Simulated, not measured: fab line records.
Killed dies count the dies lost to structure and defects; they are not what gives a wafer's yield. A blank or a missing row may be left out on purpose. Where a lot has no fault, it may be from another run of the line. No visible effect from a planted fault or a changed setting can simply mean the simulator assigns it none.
Commonality check across tools + flow n5-finfet + 30 wafers sampled across 10 lots

WHAT PROMPTED THE OPENING
2 of 10 lots carry a flag on the reading HMC_CMP_THK at N5_PMOS_HMC_CHANNEL_EPI_THK_MEAS_22. Fault-free wafers read 54.4 nm, with a standard deviation of 1.
Rule: a lot is flagged in two cases, either no wafer of it has a number, or all its wafers with numbers fall more than 4 standard deviations from that mean. All remaining lots are regarded as sound.

| lot  | measured    | on            | HMC_CMP_THK (nm), wafer by wafer | flag    |
|------|-------------|---------------|----------------------------------|---------|
| L664 | day 1 20:24 | film-metro-01 | 55.2 54.3 53.8                   |         |
| L668 | day 2 19:35 | film-metro-02 | 52.1 54.4 51.8                   |         |
| L670 | day 3 08:02 | film-metro-01 | 55.1 54.5 55.2                   |         |
| L671 | day 3 14:16 | film-metro-01 | 54.7 54.7 55.6                   |         |
| L676 | day 4 20:21 | film-metro-01 | 55.6 52.9 55.1                   |         |
| L679 | day 5 13:40 | film-metro-02 | 55.1 54.4 54.5                   |         |
| L681 | day 6 01:56 | film-metro-01 | 0.1 0.1 0.0                      | FLAGGED |
| L682 | day 6 07:44 | film-metro-01 | 0.2 0.2 0.2                      | FLAGGED |
| L683 | day 6 14:17 | film-metro-01 | 55.2 54.0 52.5                   |         |
| L687 | day 7 14:29 | film-metro-02 | 56.0 55.3 55.5                   |         |
Average over the flagged lots: 0.1 nm; offset from the usual -54.3 nm, equal to -54 standard deviations.

EACH LOT AND THE TOOL IT RAN ON
The record keeps 1 process step preceding the reading, out of 1938 steps on the route. Each cell gives the tool, then ch followed by the chambers the sampled wafers passed through, then the start.
| lot  | flag    | N5_PMOS_HMC_CHANNEL_EPI_FIN_RECESS_16 |
|------|---------|---------------------------------------|
| L664 |         | rie-si-02 ch 0,1,3, day 1 18:12       |
| L668 |         | rie-si-06 ch 0,2, day 2 17:44         |
| L670 |         | rie-si-06 ch 0,1, day 3 06:14         |
| L671 |         | rie-si-02 ch 0,1,3, day 3 12:28       |
| L676 |         | rie-si-06 ch 0,1,2, day 4 18:09       |
| L679 |         | rie-si-06 ch 0,1,3, day 5 11:52       |
| L681 | FLAGGED | rie-si-02 ch 0,1, day 5 23:36         |
| L682 | FLAGGED | rie-si-03 ch 1,2, day 6 05:56         |
| L683 |         | rie-si-06 ch 1,2,3, day 6 12:28       |
| L687 |         | rie-si-03 ch 0,1, day 7 12:41         |
What the steps here do:
- N5_PMOS_HMC_CHANNEL_EPI_FIN_RECESS_16: chemistry HBr/Cl2, target Si, target depth 54 nm, time 18 s.
- N5_PMOS_HMC_CHANNEL_EPI_THK_MEAS_22

FLAGGED OVER TOTAL, TOOL BY TOOL (the gauges that took the reading come last)
| step                                  | tool          | lots run | flagged | share of the flagged lots | sound lots run after its first flagged lot |
|---------------------------------------|---------------|----------|---------|---------------------------|--------------------------------------------|
| N5_PMOS_HMC_CHANNEL_EPI_FIN_RECESS_16 | rie-si-02     | 3        | 1       | some                      | 0                                          |
| N5_PMOS_HMC_CHANNEL_EPI_FIN_RECESS_16 | rie-si-03     | 2        | 1       | some                      | 1 (L687)                                   |
| N5_PMOS_HMC_CHANNEL_EPI_FIN_RECESS_16 | rie-si-06     | 5        | 0       | none                      | -                                          |
| N5_PMOS_HMC_CHANNEL_EPI_THK_MEAS_22   | film-metro-01 | 7        | 2       | all                       | 1 (L683)                                   |
| N5_PMOS_HMC_CHANNEL_EPI_THK_MEAS_22   | film-metro-02 | 3        | 0       | none                      | -                                          |

WHAT THE TABLE ALLOWS
In the table, 1 row covers all flagged lots: film-metro-01 at N5_PMOS_HMC_CHANNEL_EPI_THK_MEAS_22.
- film-metro-01 at N5_PMOS_HMC_CHANNEL_EPI_THK_MEAS_22: 2 of its 7 lots flagged. Sound lots ran on it after the first flagged one (L683), which a lasting fault on the whole tool wouldn't allow.
There is no row in the table that ran each flagged lot and no sound lot after the first.

WHAT THE SIMULATOR HAD PUT IN
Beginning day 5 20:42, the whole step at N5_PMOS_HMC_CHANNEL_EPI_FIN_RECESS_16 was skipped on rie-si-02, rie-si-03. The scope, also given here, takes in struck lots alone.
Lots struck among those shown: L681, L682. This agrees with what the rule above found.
